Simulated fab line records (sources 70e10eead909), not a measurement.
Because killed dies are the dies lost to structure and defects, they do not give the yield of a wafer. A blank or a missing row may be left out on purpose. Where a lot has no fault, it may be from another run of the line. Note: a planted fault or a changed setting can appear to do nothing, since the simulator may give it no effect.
fab line records	flow nand-harc	part 1 of 2: steps 1 to 14 of 15
record: lots: 7	wafers: 21	last-day: 24
route steps=1159 shown A_CONTACT@891 END@1159
lots with no fault: from the same line, run without faults
start-h: hours from the record's opening day to when the first of the lot's shown wafers began	wait-h: hours since the lot's step before	" unchanged from the row above	L1.1+2: one row covering several wafers at once	- no value, or no start given	* or withheld: withheld	< > ~ a bound
route shown NAME@n: names a module that has steps shown in the file, with the first one's number in the route	usual: mean/standard deviation taken from wafers without a fault	same: alike in all rows	chamber/n: place in a boat	sites: readings site by site	_std_site: the values' standard deviation	_edge_site: outer sites' mean less inner sites'	radius-mm: how far each site lies from the wafer's centre	mask NAME#n: copy n	behind: the last tool/chamber to shape the wafer	hold: reason for holding the lot/hours on hold/outcome of the hold	device: names the non-switching transistor (n, p or np)	end of line: the same wafers' tests at the end of the route	a step without rows: its recipe alone	killed: not the wafer's yield, but the dies lost to structure and defects at the first sort	map: a wafer's dies, x killed, . not, _ none there
set.NAME: setting as actually run; set.NAME@STEP: the setting as run at that earlier step	model.NAME: the simulator's own value behind a step, which no gauge read
a table for each step, a row for each wafer; lots at some steps of the route
services: from which hour (start-h, from the record's first day; less than 0 if before it) a tool's chamber was out of use, for how many hours, and why
== steps ==
step: NHARC_A_CONTACT_SOFTBAKE_64
recipe: temp-c: 105	time-s: 55
step: NHARC_A_CONTACT_EBR_65
step: NHARC_A_CONTACT_EXPOSE_66
recipe: na: 1.35	sigma-outer: 0.8	dose-mj: 59.02	mask-id: A_CC_2
step: NHARC_A_CONTACT_PEB_67
recipe: peb-temp-c: 100	peb-time-s: 65
step: NHARC_A_CONTACT_DEVELOP_68
recipe: develop-time-s: 35	dev-temp-c: 23
step: NHARC_A_CONTACT_CD_MEAS_69
recipe: target-cd-nm: 200	landing-energy-ev: 500
usual: cd-nm: 200.3/0.69
lot.wafer	tool	chamber	start-h	wait-h	cd-nm
L351.3	cd-sem-02	0	396.15	-	199.7
L351.4	"	0	"	"	200.2
L351.6	"	0	"	"	200.1
L349.1	cd-sem-02	0	402.34	-	200.1
L349.2	"	0	"	"	198.5
L349.4	"	0	"	"	199.1
L354.1	cd-sem-02	0	426.10	-	201.1
L354.2	"	0	"	"	200.1
L354.6	"	0	"	"	200.4
L355.1	cd-sem-01	0	442.69	-	200.6
L355.4	"	0	"	"	201.1
L355.6	"	0	"	"	200.4
L361.2	cd-sem-01	0	469.48	-	200.0
L361.3	"	0	"	"	201.3
L361.6	"	0	"	"	201.2
L365.1	cd-sem-02	0	499.92	-	200.1
L365.3	"	0	"	"	199.9
L365.6	"	0	"	"	200.7
L367.2	cd-sem-03	0	520.15	-	201.6
L367.4	"	0	"	"	201.1
L367.6	"	0	"	"	201.4
step: NHARC_A_CONTACT_OVL_MEAS_70
usual: overlay-x-nm: -0.2/0.7	overlay-y-nm: 0.1/0.75
lot.wafer	tool	chamber	start-h	wait-h	overlay-x-nm	overlay-y-nm
L351.3	overlay-02	-	396.23	-	-0.4	0.3
L351.4	"	-	"	"	-0.7	0.9
L351.6	"	-	"	"	-0.6	0.9
L349.1	overlay-02	-	402.43	-	0.9	1.5
L349.2	"	-	"	"	0.6	1.5
L349.4	"	-	"	"	0.9	1.1
L354.1	overlay-01	-	426.19	-	0.1	-0.3
L354.2	"	-	"	"	-0.3	-0.2
L354.6	"	-	"	"	-0.7	-0.2
L355.1	overlay-02	-	442.78	-	0.2	0.4
L355.4	"	-	"	"	-0.1	0.2
L355.6	"	-	"	"	-0.1	-0.8
L361.2	overlay-01	-	469.57	-	-0.4	0.8
L361.3	"	-	"	"	-0.6	0.7
L361.6	"	-	"	"	-0.4	0.5
L365.1	overlay-01	-	500.01	-	0.4	0.4
L365.3	"	-	"	"	0.3	-0.1
L365.6	"	-	"	"	0.0	0.2
L367.2	overlay-02	-	520.24	-	-1.7	0.1
L367.4	"	-	"	"	-1.9	0.1
L367.6	"	-	"	"	-1.2	-0.3
step: NHARC_A_CONTACT_INSPECT_71
usual: raw-defect-count: 30/15
lot.wafer	tool	chamber	start-h	wait-h	raw-defect-count
L351.3	defect-inspect-02	-	396.27	0.0	30
L351.4	"	-	"	"	20
L351.6	"	-	"	"	13
L349.1	defect-inspect-01	-	402.47	0.0	32
L349.2	"	-	"	"	26
L349.4	"	-	"	"	32
L354.1	defect-inspect-01	-	426.23	0.0	23
L354.2	"	-	"	"	29
L354.6	"	-	"	"	25
L355.1	defect-inspect-01	-	442.81	0.0	42
L355.4	"	-	"	"	36
L355.6	"	-	"	"	39
L361.2	defect-inspect-01	-	469.60	0.0	60
L361.3	"	-	"	"	53
L361.6	"	-	"	"	53
L365.1	defect-inspect-02	-	500.06	0.1	40
L365.3	"	-	"	"	48
L365.6	"	-	"	"	50
L367.2	defect-inspect-01	-	520.27	0.0	34
L367.4	"	-	"	"	42
L367.6	"	-	"	"	42
step: NHARC_A_CONTACT_DESCUM_74
recipe: time-s: 3	o2-flow-sccm: 200	ar-flow-sccm: 0	bias-power-w: 0	chemistry: O2
usual: chamber-pressure-mTorr: 60.01/0.058	drypump-motor-current-A: 5.7/0.46	oes-product-au: 0.998/0.014	rf-vpp-V: 57.6/0.88	showerhead-plenum-p-Torr: 1.87/0.093	throttle-valve-pct: 11.311/0.0086
same: time-s: 3
lot.wafer	tool	chamber	start-h	wait-h	chamber-pressure-mTorr	drypump-motor-current-A	oes-product-au	rf-hours-counter-h	rf-vpp-V	showerhead-plenum-p-Torr	throttle-valve-pct
L351.4	rie-diel-13	2	396.34	0.1	59.98	5.0	0.970	46	59.5	1.86	11.300
L351.3	"	0	"	"	59.99	6.2	0.994	37	57.2	1.80	11.311
L351.6	"	2	"	"	60.13	5.0	0.974	-	58.0	1.86	11.325
L349.2	rie-diel-03	3	402.53	0.1	59.98	6.5	1.002	0	58.1	1.82	11.309
L349.4	"	0	"	"	60.04	5.8	0.999	0	58.1	1.86	11.319
L349.1	"	1	"	"	60.00	5.4	0.990	0	59.9	2.04	11.307
L354.2	rie-diel-08	1	426.30	0.1	59.98	6.0	1.011	46	56.9	1.78	11.320
L354.1	"	2	"	"	60.00	5.0	0.983	44	57.2	1.80	11.308
L354.6	"	1	"	"	59.99	6.0	1.011	-	57.0	1.78	11.314
L355.4	rie-diel-03	1	442.87	0.1	60.06	5.4	1.007	7	56.3	2.04	11.308
L355.1	"	0	"	"	60.05	5.9	0.989	7	57.6	1.86	11.322
L355.6	"	2	"	"	60.09	5.8	0.995	-	58.3	1.92	11.310
L361.3	rie-diel-08	1	469.67	0.1	59.99	6.0	0.996	64	56.8	1.77	11.300
L361.2	"	3	"	"	59.96	5.3	1.027	62	57.1	1.76	11.318
L361.6	"	0	"	"	59.97	5.4	0.977	-	57.6	1.81	11.298
L365.3	rie-diel-13	2	500.12	0.1	59.99	5.0	0.998	14	58.5	1.85	11.308
L365.1	"	0	"	"	60.11	6.2	0.987	16	56.3	1.79	11.323
L365.6	"	2	"	"	59.94	5.0	1.004	-	58.7	1.85	11.309
L367.4	rie-diel-13	0	520.35	0.1	59.96	6.1	0.986	22	57.3	1.79	11.296
L367.2	"	1	"	"	59.99	6.0	0.998	19	58.4	1.84	11.310
L367.6	"	0	"	"	60.08	6.1	0.984	-	58.1	1.79	11.302
step: NHARC_A_CONTACT_ETCH_75
recipe: target-depth-a: 390	over-etch-frac: 0.3	time-s: 65	ion-energy-ev: 80	cf4-flow-sccm: 150	ar-flow-sccm: 0	rf-w: 300	bias-w: 100	chemistry: CF4
usual: bias-w: 100.03/0.29	cf4-flow-sccm: 149.9/0.46	chamber-pressure-mTorr: 50.00/0.042	drypump-motor-current-A: 5.7/0.48	oes-product-au: 0.996/0.014	rf-vpp-V: 150.8/1.2	showerhead-plenum-p-Torr: 1.73/0.081	throttle-valve-pct: 13.285/0.0088
same: time-s: 65
lot.wafer	tool	chamber	start-h	wait-h	bias-w	cf4-flow-sccm	chamber-pressure-mTorr	drypump-motor-current-A	oes-product-au	rf-hours-counter-h	rf-vpp-V	showerhead-plenum-p-Torr	throttle-valve-pct
L351.4	rie-diel-13	3	396.42	0.1	100.04	149.9	49.95	6.1	0.996	44	152.6	1.88	13.273
L351.3	"	1	"	"	100.21	150.0	50.01	6.0	0.984	45	150.4	1.72	13.294
L351.6	"	3	"	"	100.00	149.5	49.94	6.2	0.987	-	152.4	1.88	13.278
L349.1	rie-diel-03	3	402.69	0.1	99.97	149.4	49.96	6.5	1.011	0	150.1	1.69	13.270
L349.4	"	0	"	"	99.44	149.4	49.95	5.8	0.995	0	150.5	1.72	13.278
L349.2	"	2	"	"	99.99	150.0	50.07	5.8	0.998	0	153.2	1.78	13.289
L354.2	rie-diel-08	3	426.37	0.1	99.90	149.9	50.01	5.3	1.023	43	150.8	1.64	13.278
L354.1	"	1	"	"	100.06	150.9	50.02	6.0	1.016	46	150.1	1.65	13.279
L354.6	"	0	"	"	99.65	150.9	50.01	5.4	0.981	-	149.6	1.68	13.289
L355.4	rie-diel-03	0	443.02	0.1	100.16	149.7	50.08	5.9	0.986	7	149.9	1.72	13.287
L355.1	"	2	"	"	99.74	149.3	50.01	5.8	0.996	7	151.0	1.77	13.302
L355.6	"	3	"	"	100.28	150.3	49.98	6.5	0.995	-	149.7	1.68	13.294
L361.2	rie-diel-08	3	469.76	0.1	100.01	150.2	49.98	5.3	1.023	62	150.8	1.64	13.285
L361.3	"	0	"	"	99.96	150.2	50.03	5.4	0.983	59	148.8	1.68	13.262
L361.6	"	2	"	"	100.08	150.1	49.93	5.0	0.989	-	150.3	1.67	13.300
L365.3	rie-diel-13	2	500.21	0.1	99.98	149.7	49.97	5.0	1.002	14	151.4	1.72	13.281
L365.1	"	1	"	"	100.11	149.8	49.98	6.0	0.999	14	148.8	1.71	13.283
L365.6	"	3	"	"	100.24	148.8	49.99	6.1	0.969	-	153.0	1.87	13.278
L367.2	rie-diel-13	3	520.49	0.1	100.00	150.5	49.97	6.1	0.964	22	152.0	1.87	13.287
L367.4	"	1	"	"	100.28	149.2	49.99	6.0	1.011	20	150.2	1.70	13.281
L367.6	"	0	"	"	99.87	149.5	50.05	6.2	0.990	-	150.8	1.66	13.289
step: NHARC_A_CONTACT_ETCH_76
recipe: target-depth-a: 2600	over-etch-frac: 0.3	time-s: 475.3	ion-energy-ev: 200	n2-flow-sccm: 150	h2-flow-sccm: 150	ar-flow-sccm: 0	rf-w: 400	bias-w: 150	chemistry: N2/H2
usual: bias-w: 150.0/0.45	chamber-pressure-mTorr: 29.999/0.026	drypump-motor-current-A: 5.7/0.47	oes-product-au: 0.996/0.014	rf-vpp-V: 429.4/3	showerhead-plenum-p-Torr: 2.00/0.11	throttle-valve-pct: 14.171/0.0099
same: time-s: 475.3
lot.wafer	tool	chamber	start-h	wait-h	bias-w	chamber-pressure-mTorr	drypump-motor-current-A	oes-product-au	rf-hours-counter-h	rf-vpp-V	showerhead-plenum-p-Torr	throttle-valve-pct
L351.4	rie-diel-13	2	-	-	150.8	30.034	5.0	0.972	47	428.1	1.98	14.171
L351.3	"	3	"	"	150.1	30.028	6.1	1.000	45	432.2	2.18	14.177
L351.6	"	0	"	"	149.8	29.999	6.2	1.000	-	427.5	1.92	14.177
L349.2	rie-diel-03	2	-	-	149.9	29.975	5.8	1.003	0	429.0	2.05	14.176
L349.1	"	3	"	"	150.5	30.052	6.5	1.003	0	428.5	1.93	14.169
L349.4	"	0	"	"	150.2	29.986	5.9	0.993	0	429.0	1.98	14.166
L354.1	rie-diel-08	2	-	-	150.2	30.048	5.0	0.986	44	427.7	1.92	14.170
L354.2	"	3	"	"	150.3	30.032	5.3	1.018	43	425.9	1.88	14.173
L354.6	"	3	"	"	149.6	30.018	5.3	1.021	-	425.9	1.88	14.162
L355.4	rie-diel-03	1	-	-	149.3	30.007	5.4	1.005	7	433.9	2.18	14.159
L355.1	"	3	"	"	149.7	29.983	6.5	1.007	7	428.4	1.93	14.171
L355.6	"	0	"	"	149.5	30.005	5.8	0.990	-	428.0	1.98	14.176
L361.2	rie-diel-08	1	-	-	149.7	29.982	6.0	1.018	64	427.3	1.89	14.169
L361.3	"	2	"	"	149.9	30.016	5.0	0.991	56	427.3	1.91	14.178
L361.6	"	0	"	"	150.5	30.041	5.4	0.977	-	426.5	1.92	14.163
L365.1	rie-diel-13	0	-	-	150.2	30.048	6.2	0.988	16	427.0	1.90	14.170
L365.3	"	1	"	"	150.3	29.974	6.0	0.985	14	427.8	1.96	14.184
L365.6	"	3	"	"	150.3	29.996	6.1	0.967	-	432.6	2.17	14.180
L367.2	rie-diel-13	0	-	-	150.2	29.985	6.2	0.990	22	427.6	1.90	14.176
L367.4	"	2	"	"	149.9	30.002	5.0	1.016	20	430.1	1.97	14.179
L367.6	"	0	"	"	149.5	29.969	6.2	0.985	-	427.5	1.90	14.173
step: NHARC_A_CONTACT_ETCH_77
recipe: target-depth-a: 726	time-s: 36.3	cf4-flow-sccm: 100	chf3-flow-sccm: 30	ar-flow-sccm: 0	rf-w: 500	bias-w: 200	chemistry: CF4/CHF3
usual: bias-w: 200.0/0.62	cf4-flow-sccm: 100.0/0.32	chamber-pressure-mTorr: 25.002/0.025	drypump-motor-current-A: 5.8/0.45	oes-product-au: 0.939/0.02	rf-vpp-V: 369.4/2.5	showerhead-plenum-p-Torr: 1.54/0.074	throttle-valve-pct: 16.804/0.01
same: time-s: 36.3
lot.wafer	tool	chamber	start-h	wait-h	bias-w	cf4-flow-sccm	chamber-pressure-mTorr	drypump-motor-current-A	oes-product-au	rf-hours-counter-h	rf-vpp-V	showerhead-plenum-p-Torr	throttle-valve-pct
L351.4	rie-diel-13	0	-	-	199.6	100.1	24.979	6.1	0.936	37	368.0	1.49	16.797
L351.3	"	1	"	"	199.8	100.0	25.062	6.0	0.913	45	367.9	1.53	16.803
L351.6	"	0	"	"	200.4	100.3	24.961	6.2	0.935	-	367.0	1.49	16.797
L349.4	rie-diel-03	2	-	-	199.5	99.8	24.981	5.8	0.935	0	373.3	1.58	16.823
L349.2	"	3	"	"	199.0	99.9	25.014	6.5	0.939	0	368.2	1.50	16.793
L349.1	"	0	"	"	199.0	99.3	24.998	5.8	0.934	0	368.9	1.53	16.807
L354.2	rie-diel-08	2	-	-	200.0	100.2	24.972	5.0	0.916	44	367.1	1.49	16.830
L354.1	"	3	"	"	199.8	100.0	24.951	5.3	0.948	43	366.8	1.46	16.795
L354.6	"	1	"	"	200.2	100.4	24.981	6.0	0.945	-	367.1	1.47	16.799
L355.4	rie-diel-03	2	-	-	200.0	100.1	24.975	5.8	0.941	7	370.4	1.58	16.786
L355.1	"	0	"	"	201.4	100.0	25.012	5.8	0.947	7	369.7	1.53	16.808
L355.6	"	1	"	"	200.1	101.0	25.006	5.4	0.949	-	374.7	1.67	16.794
L361.3	rie-diel-08	0	-	-	200.0	100.2	24.999	5.4	0.911	60	367.7	1.49	16.792
L361.2	"	1	"	"	199.6	100.2	25.022	6.0	0.941	66	367.9	1.46	16.811
L361.6	"	0	"	"	200.1	99.6	25.007	5.4	0.918	-	367.1	1.49	16.791
L365.3	rie-diel-13	1	-	-	200.5	99.8	24.968	6.0	0.932	14	369.5	1.52	16.807
L365.1	"	2	"	"	200.8	100.1	24.986	5.0	0.928	14	368.3	1.53	16.820
L365.6	"	1	"	"	200.1	99.9	24.985	6.0	0.924	-	368.7	1.52	16.809
L367.2	rie-diel-13	3	-	-	199.9	100.0	25.025	6.1	0.926	22	373.9	1.66	16.811
L367.4	"	0	"	"	200.1	100.1	25.006	6.2	0.940	23	367.5	1.48	16.797
L367.6	"	0	"	"	199.7	100.5	25.020	6.2	0.933	-	367.4	1.48	16.792
step: NHARC_A_CONTACT_ETCH_78
recipe: target-depth-a: 28000	over-etch-frac: 0.3	time-s: 728	ion-energy-ev: 150	o2-flow-sccm: 400	cos-flow-sccm: 20	ar-flow-sccm: 0	rf-w: 500	bias-w: 300	chemistry: O2/COS
usual: bias-w: 299.9/0.9	chamber-pressure-mTorr: 19.997/0.018	drypump-motor-current-A: 5.8/0.46	oes-product-au: 0.997/0.014	rf-vpp-V: 313.2/2.3	showerhead-plenum-p-Torr: 3.06/0.14	throttle-valve-pct: 28.330/0.0097	time-s: 728/0
lot.wafer	tool	chamber	start-h	wait-h	bias-w	chamber-pressure-mTorr	drypump-motor-current-A	oes-product-au	rf-hours-counter-h	rf-vpp-V	showerhead-plenum-p-Torr	throttle-valve-pct	time-s
L351.4	rie-diel-13	2	397.05	-	-	-	-	-	-	-	-	-	-
L351.3	"	3	"	"	-	-	-	-	-	-	-	-	-
L351.6	"	2	"	"	-	-	-	-	-	-	-	-	-
L349.1	rie-diel-03	0	403.27	-	-	-	-	-	-	-	-	-	-
L349.2	"	2	"	"	-	-	-	-	-	-	-	-	-
L349.4	"	3	"	"	-	-	-	-	-	-	-	-	-
L354.2	rie-diel-08	0	426.88	-	-	-	-	-	-	-	-	-	-
L354.1	"	3	"	"	-	-	-	-	-	-	-	-	-
L354.6	"	1	"	"	-	-	-	-	-	-	-	-	-
L355.1	rie-diel-03	3	443.59	-	300.5	20.022	6.5	1.014	7	312.2	2.97	28.341	728
L355.6	"	2	"	"	299.5	19.996	5.8	1.003	-	315.2	3.13	28.344	728
L355.4	"	3	"	"	300.6	19.993	6.5	1.006	-	312.5	2.97	28.343	728
L361.2	rie-diel-08	1	471.59	-	301.0	19.978	6.0	1.008	66	311.2	2.91	28.337	728
L361.3	"	2	"	"	298.8	19.982	5.0	0.979	58	311.6	2.94	28.310	728
L361.6	"	1	"	"	301.2	20.006	6.0	1.006	-	311.5	2.91	28.337	728
L365.3	rie-diel-13	1	500.77	-	299.7	20.010	6.0	0.997	14	311.4	3.01	28.336	728
L365.1	"	2	"	"	299.2	19.991	5.0	0.997	14	314.1	3.03	28.318	728
L365.6	"	0	"	"	300.9	20.006	6.2	0.987	-	311.3	2.93	28.336	728
L367.4	rie-diel-13	1	521.31	-	300.4	19.986	6.0	1.002	20	314.6	3.01	28.322	728
L367.2	"	2	"	"	299.6	19.990	5.0	1.001	21	312.7	3.02	28.329	728
L367.6	"	3	"	"	300.6	19.999	6.2	0.958	-	316.3	3.30	28.322	728
step: NHARC_A_CONTACT_ETCH_124
recipe: source-w: withheld	pressure-mtorr: 20	bias-v: withheld	time-s: 140	target-depth-a: 7000	ar-flow-sccm: withheld	c4f8-flow-sccm: withheld	o2-flow-sccm: withheld	chemistry: C4F8/O2/Ar
usual: chamber-pressure-mTorr: 19.999/0.018	oes-air-line-au: 0.998/0.017
same: time-s: 140
lot.wafer	tool	chamber	start-h	wait-h	chamber-pressure-mTorr	oes-air-line-au	rf-hours-counter-h
L351.4	har-cap-etch-03	0	397.61	-	19.996	0.984	-
L351.3	"	1	"	"	19.977	0.984	-
L351.6	"	1	"	"	19.972	1.002	-
L349.2	har-cap-etch-02	0	403.80	-	20.011	1.016	15
L349.1	"	1	"	"	20.004	0.992	15
L349.4	"	1	"	"	19.987	0.990	-
L354.1	har-cap-etch-03	1	427.41	-	20.000	1.005	91
L354.2	"	0	"	"	20.007	1.003	91
L354.6	"	1	"	"	19.989	0.996	-
L355.1	har-cap-etch-01	0	444.15	-	20.020	1.025	68
L355.4	"	1	"	"	20.010	0.993	-
L355.6	"	0	"	"	20.000	0.995	-
L361.2	har-cap-etch-02	1	472.07	-	19.993	0.997	28
L361.3	"	1	"	"	19.978	1.000	-
L361.6	"	0	"	"	19.996	0.992	-
L365.1	har-cap-etch-03	1	501.25	-	20.002	1.006	106
L365.3	"	0	"	"	19.976	0.981	-
L365.6	"	0	"	"	20.005	1.000	-
L367.2	har-cap-etch-01	0	521.74	-	19.996	1.020	79
L367.4	"	0	"	"	20.006	1.009	-
L367.6	"	0	"	"	19.995	0.991	-
== key ==
first-sign: step: NHARC_A_CONTACT_ETCH_78	reading: tool-record	direction: missing
effect: step: NHARC_END_SORT_01	reading: killed-at-array	direction: up	sigmas: 60	usual: 27	struck: 673
more-kills-born-at: NHARC_A_CONTACT_ETCH_78@rie-diel-13: 1951	NHARC_A_CONTACT_ETCH_78@rie-diel-08: 1945	NHARC_A_CONTACT_ETCH_78@rie-diel-03: 1937
met-at NHARC_A_CONTACT_ETCH_78
struck-wafers L349.1,L349.2,L349.4,L351.3,L351.4,L351.6,L354.1,L354.2,L354.6
later-rows-left-out L349.1,L349.2,L349.4,L351.3,L351.4,L351.6,L354.1,L354.2,L354.6
tester-left-out L349,L351,L354
fault: kind: skipped-step-whole	tool: rie-diel-03,rie-diel-08,rie-diel-13	chamber: -	onset-h: 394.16	steps: NHARC_A_CONTACT_ETCH_78	scope: struck-lots-only
tester-left-out: of these lots the tester's yield and bins aren't shown, on N5 and GAA mostly nor the transistor test; their killed dies are dies lost to structure and defects alone, not to doping, threshold or leakage, so they don't give the yield
later-rows-left-out: the simulator's readings of these wafers behind a module that went badly wrong aren't trusted and aren't shown, but for the sort
